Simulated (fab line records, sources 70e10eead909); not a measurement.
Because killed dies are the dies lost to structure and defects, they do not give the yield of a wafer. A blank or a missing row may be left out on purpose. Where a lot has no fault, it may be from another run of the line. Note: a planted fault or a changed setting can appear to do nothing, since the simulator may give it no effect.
The tool behind it: which one? -- flow nand harc -- 33 wafers from 11 lots sampled at 3 of the route's 1159 steps

== WHAT THE GAUGES READ, wafer by wafer ==
NHARC_P_M2_CD_MEAS_09 targets a cd of 170 nm.
lot,measured,on,cd nm (nm)
L300,day 6 18:50,cd sem-03,169.5 170.1 170.4
L301,day 6 19:57,cd sem-02,170.7 170.5 169.9
L302,day 6 20:16,cd sem-01,169.9 169.4 169.6
L305,day 7 14:19,cd sem-03,178.5 179.4 178.9
L306,day 7 15:02,cd sem-02,178.9 178.7 178.4
L313,day 9 17:10,cd sem-02,170.9 171.4 170.9
L316,day 10 07:10,cd sem-01,169.9 169.2 169.1
L317,day 10 07:55,cd sem-03,168.3 169.7 169.1
L318,day 10 18:28,cd sem-02,169.8 169.9 169.9
L319,day 10 20:20,cd sem-03,171.1 171.2 170.2
L322,day 11 16:34,cd sem-01,168.8 169.5 169.8

== WHICH TOOL RAN EACH LOT (tool, then ch and the chambers of the sampled wafers, then the start) ==
lot,NHARC_P_M1_ETCH_28,NHARC_P_M2_PEB_07
L300,"rie diel-11 ch 0,1, day 6 18:45 or earlier","litho track-04 ch 0, day 6 18:45"
L301,"rie diel-03 ch 1,2, day 6 19:52 or earlier","litho track-06 ch 0, day 6 19:52"
L302,"rie diel-11 ch 0,3, day 6 20:11 or earlier","litho track-04 ch 0, day 6 20:11"
L305,"rie diel-03 ch 0,2,3, day 7 14:13 or earlier","litho track-04 ch 0, day 7 14:13"
L306,"rie diel-03 ch 0,1,3, day 7 14:57 or earlier","litho track-04 ch 0, day 7 14:57"
L313,"rie diel-11 ch 0,1,2, day 9 17:05 or earlier","litho track-06 ch 0, day 9 17:05"
L316,"rie diel-11 ch 1,2,3, day 10 07:05 or earlier","litho track-04 ch 0, day 10 07:05"
L317,"rie diel-11 ch 0,1,3, day 10 07:50 or earlier","litho track-04 ch 0, day 10 07:50"
L318,"rie diel-03 ch 0,1,3, day 10 18:23 or earlier","litho track-01 ch 0, day 10 18:23"
L319,"rie diel-11 ch 0,1,3, day 10 20:15 or earlier","litho track-01 ch 0, day 10 20:15"
L322,"rie diel-08 ch 1,2,3, day 11 16:29 or earlier","litho track-04 ch 0, day 11 16:29"
- NHARC_P_M1_ETCH_28: etches the open film in CF4/N2, target depth 30 nm, time 72.99 s.
- NHARC_P_M2_PEB_07: peb time 65 s.

== THE ANSWER, worked out from the rows above alone ==
Rule: what is usual is taken from the lots themselves. The widest of any qualifying gaps counts: lots, ordered by their means at a reading, are off when they make up no more than a third of the lots, leave a main group of 4 or more, and stand apart from it by 3 or more times the standard deviation of that group's means. If all means in a main group match to the digits the tables above print for the reading, that group is not used. A lot without any number at a reading at which 4 lots or more have one is off too. All remaining lots with rows at the step are treated as sound.
Off: L305, L306 (NHARC_P_M2_CD_MEAS_09, cd nm). Main group: mean 170.0 nm, sd 0.65.
A tool fits if, at a process step before that reading, it ran every lot that is off, and no sound lot after the first of them. The gauges at NHARC_P_M2_CD_MEAS_09 are tried like those tools. With no start given for some of its lots, NHARC_P_M1_ETCH_28 uses the hours and lot order of NHARC_P_M2_PEB_07. Of those tried, none fits.

== WHAT HAD BEEN PUT IN BY THE SIMULATOR ==
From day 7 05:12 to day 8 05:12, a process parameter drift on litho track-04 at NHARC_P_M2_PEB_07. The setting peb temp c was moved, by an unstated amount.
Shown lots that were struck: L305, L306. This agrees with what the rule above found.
